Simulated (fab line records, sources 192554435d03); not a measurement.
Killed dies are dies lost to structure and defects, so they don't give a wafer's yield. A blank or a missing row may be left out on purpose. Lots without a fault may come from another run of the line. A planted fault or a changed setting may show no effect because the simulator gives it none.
Chamber matching | flow n5_finfet | N5_HKMG_FIN_ETCH_32 on rie_diel-05: 4 sister chambers
The step etches SOC in N2/H2, target depth 240 nm, time 300 s. 8 wafers are shown with their chamber, then 7 later ones without.

WAFERS WITH THEIR CHAMBER
wafer  | chamber | drypump_motor_current_A (A) | throttle_valve_pct (%)
L074.3 | 2       | 5.1                         | 18.0
L076.4 | 3       | 5.1                         | 18.1
L081.5 | 0       | 5.4                         | 17.8
L088.3 | 1       | 5.6                         | 17.2
L088.4 | 1       | 5.6                         | 17.2
L088.5 | 0       | 5.4                         | 17.9
L092.1 | 3       | 5.1                         | 18.2
L092.3 | 2       | 5.2                         | 18.0

WAFERS WITHOUT THEIR CHAMBER
wafer  | drypump_motor_current_A (A) | throttle_valve_pct (%)
L092.4 | 5.6                         | 17.2
L095.1 | 5.4                         | 17.9
L095.4 | 5.1                         | 18.2
L095.6 | 5.4                         | 17.9
L097.2 | 5.4                         | 17.9
L097.5 | 5.2                         | 17.6
L097.6 | 5.1                         | 18.2

WHICH CHAMBER EACH WENT THROUGH
wafer  | from the rows above     | in truth
L092.4 | 1                       | 1
L095.1 | 0                       | 0
L095.4 | 3                       | 3
L095.6 | 0                       | 0
L097.2 | 0                       | 0
L097.5 | can't be placed: 0 or 2 | 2
L097.6 | 3                       | 3
Placed correctly: 6 of 7. Can't be placed from these rows: 1 (the true chamber is among the candidates in 1). Placed wrongly: 0.
How it was worked out, from the rows above alone: a wafer's distance from a chamber is the root of the sum, over the readings, of the square of ((its reading less the chamber's mean) divided by the reading's scatter). The wafer belongs to the nearest chamber; if the next one is less than 2 further off, it can't be placed. A chamber's mean is the mean of its shown wafers. The scatter: the root of (the sum of the squares of (reading less its chamber's mean) over the shown wafers, divided by (wafers less chambers)).
